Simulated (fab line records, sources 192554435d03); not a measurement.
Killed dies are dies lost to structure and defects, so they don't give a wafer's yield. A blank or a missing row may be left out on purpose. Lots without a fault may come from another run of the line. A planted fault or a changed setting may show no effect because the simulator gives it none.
Chamber matching | flow n5_finfet | N5_BEOL_M3_ALD_98 on ald_sin-01: 4 sister chambers
The step deposits SiO2, target thk 2.5 nm, pulse time 1 s, co reactant pulse time 1 s. 8 wafers are shown with their chamber, then 8 later ones without.

WAFERS WITH THEIR CHAMBER
wafer  | chamber | heater_power_w (W) | precursor_pulse_height_rel
L074.5 | 2       | 76                 | 0.971
L081.6 | 0       | 80                 | 0.976
L084.1 | 1       | 79                 | 1.007
L084.5 | 3       | 92                 | 1.036
L085.2 | 2       | 76                 | 0.958
L085.4 | 3       | 92                 | 0.980
L085.5 | 0       | 81                 | 1.043
L086.1 | 1       | 80                 | 1.046

WAFERS WITHOUT THEIR CHAMBER
wafer  | heater_power_w (W) | precursor_pulse_height_rel
L086.2 | 91                 | 1.010
L086.6 | 92                 | 1.000
L091.2 | 79                 | 1.012
L091.4 | 79                 | 1.009
L091.5 | 78                 | 0.987
L093.1 | 79                 | 0.980
L093.4 | 76                 | 0.983
L093.6 | 81                 | 1.010

WHICH CHAMBER EACH WENT THROUGH
wafer  | from the rows above          | in truth
L086.2 | 3                            | 3
L086.6 | 3                            | 3
L091.2 | can't be placed: 1 or 0      | 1
L091.4 | can't be placed: 1 or 0      | 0
L091.5 | can't be placed: 1 or 2 or 0 | 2
L093.1 | can't be placed: 1 or 0      | 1
L093.4 | 2                            | 2
L093.6 | 0                            | 0
Placed correctly: 4 of 8. Can't be placed from these rows: 4 (the true chamber is among the candidates in 4). Placed wrongly: 0.
How it was worked out, from the rows above alone: a wafer's distance from a chamber is the root of the sum, over the readings, of the square of ((its reading less the chamber's mean) divided by the reading's scatter). The wafer belongs to the nearest chamber; if the next one is less than 2 further off, it can't be placed. A chamber's mean is the mean of its shown wafers. The scatter: the root of (the sum of the squares of (reading less its chamber's mean) over the shown wafers, divided by (wafers less chambers)).
